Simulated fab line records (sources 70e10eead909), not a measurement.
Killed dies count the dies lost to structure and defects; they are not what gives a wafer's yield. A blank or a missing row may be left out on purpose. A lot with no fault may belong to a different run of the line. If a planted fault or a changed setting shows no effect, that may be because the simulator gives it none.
Chamber matching / flow nand harc / 4 sister chambers for NHARC_A_STAIRCASE_CMP_152 on cmp-02
The step polishes. 4 wafers are shown with their chamber, then 7 later ones without.

WAFERS WITH THEIR CHAMBER
wafer=L089.2; chamber=1; motor current A (A)=12.1
wafer=L089.4; chamber=2; motor current A (A)=11.6
wafer=L090.3; chamber=3; motor current A (A)=15.4
wafer=L090.4; chamber=0; motor current A (A)=12.5

WAFERS MISSING THEIR CHAMBER
wafer=L090.5; motor current A (A)=16.1
wafer=L091.1; motor current A (A)=11.4
wafer=L091.4; motor current A (A)=15.2
wafer=L091.5; motor current A (A)=15.4
wafer=L096.1; motor current A (A)=12.4
wafer=L096.2; motor current A (A)=14.6
wafer=L096.5; motor current A (A)=15.8

CHAMBER TAKEN BY EACH
wafer=L090.5; from the rows above=3; in truth=3
wafer=L091.1; from the rows above=can't be placed: 2 or 1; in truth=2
wafer=L091.4; from the rows above=3; in truth=3
wafer=L091.5; from the rows above=3; in truth=3
wafer=L096.1; from the rows above=can't be placed: 0 or 1 or 2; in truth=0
wafer=L096.2; from the rows above=3; in truth=3
wafer=L096.5; from the rows above=3; in truth=3
Placed correctly: 5 of 7. Can't be placed from these rows: 2 (the true chamber is among the candidates in 2). Number placed wrongly: 0.
How it was worked out, from the rows above alone: a wafer's distance from a chamber is the root of the sum, over the readings, of the square of ((its reading less the chamber's mean) divided by the reading's scatter). The wafer belongs to the nearest chamber; if the next one is less than 2 further off, it can't be placed. A chamber's mean is the mean of its shown wafers. The scatter: root of mean squared gap, hidden wafer to nearest shown wafer, with one shown wafer a chamber.
